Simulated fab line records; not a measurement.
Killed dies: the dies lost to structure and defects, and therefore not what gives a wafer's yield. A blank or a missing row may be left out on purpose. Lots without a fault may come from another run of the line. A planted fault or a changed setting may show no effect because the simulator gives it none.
Matching of chambers + flow nandHarc + pecvd-04 running NHARC_P_CONTACT_DEP_30: 3 sister chambers
The step deposits SiNx, target thk 30 nm. 6 wafers are shown with their chamber, then 7 later ones without.

== WAFERS WITH THEIR CHAMBER ==
| wafer  | chamber | heaterPowerW (W) | susceptorTempC (C) |
|--------|---------|------------------|--------------------|
| L081.6 | 0       | 567              | 399.77             |
| L084.2 | 2       | 656              | 400.17             |
| L084.3 | 0       | 626              | 399.74             |
| L084.5 | 1       | 704              | 399.84             |
| L085.4 | 1       | 680              | 399.83             |
| L085.5 | 2       | 687              | 400.35             |

== WAFERS WITH NO CHAMBER GIVEN ==
| wafer  | heaterPowerW (W) | susceptorTempC (C) |
|--------|------------------|--------------------|
| L085.6 | 577              | 399.91             |
| L092.1 | 613              | 399.93             |
| L092.5 | 641              | 400.30             |
| L092.6 | 756              | 399.91             |
| L095.1 | 668              | 400.02             |
| L095.2 | 755              | 399.85             |
| L095.5 | 650              | 400.30             |

== EACH ONE'S CHAMBER ==
| wafer  | from the rows above          | in truth                   |
|--------|------------------------------|----------------------------|
| L085.6 | can't be placed: 0 or 1      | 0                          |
| L092.1 | can't be placed: 0 or 1      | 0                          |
| L092.5 | 2                            | 2                          |
| L092.6 | 1                            | 1                          |
| L095.1 | can't be placed: 1 or 2 or 0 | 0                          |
| L095.2 | 1                            | 1                          |
| L095.5 | 2                            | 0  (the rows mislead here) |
Placed correctly: 3 of 7. These rows do not allow placing 3 (true chamber among the candidates in 3). Number placed wrongly: 1.
How it was worked out, from the rows above alone: a wafer's distance from a chamber is the root of the sum, over the readings, of the square of ((its reading less the chamber's mean) divided by the reading's scatter). If the next closest chamber is less than 2 further off than the closest, the wafer can't be placed; otherwise it belongs to the closest. Each chamber's mean is taken over the wafers shown for it. How the scatter is found: for the shown wafers, subtract from each reading the mean of its chamber, square and add these, divide the total by (wafers less chambers), then take the root.
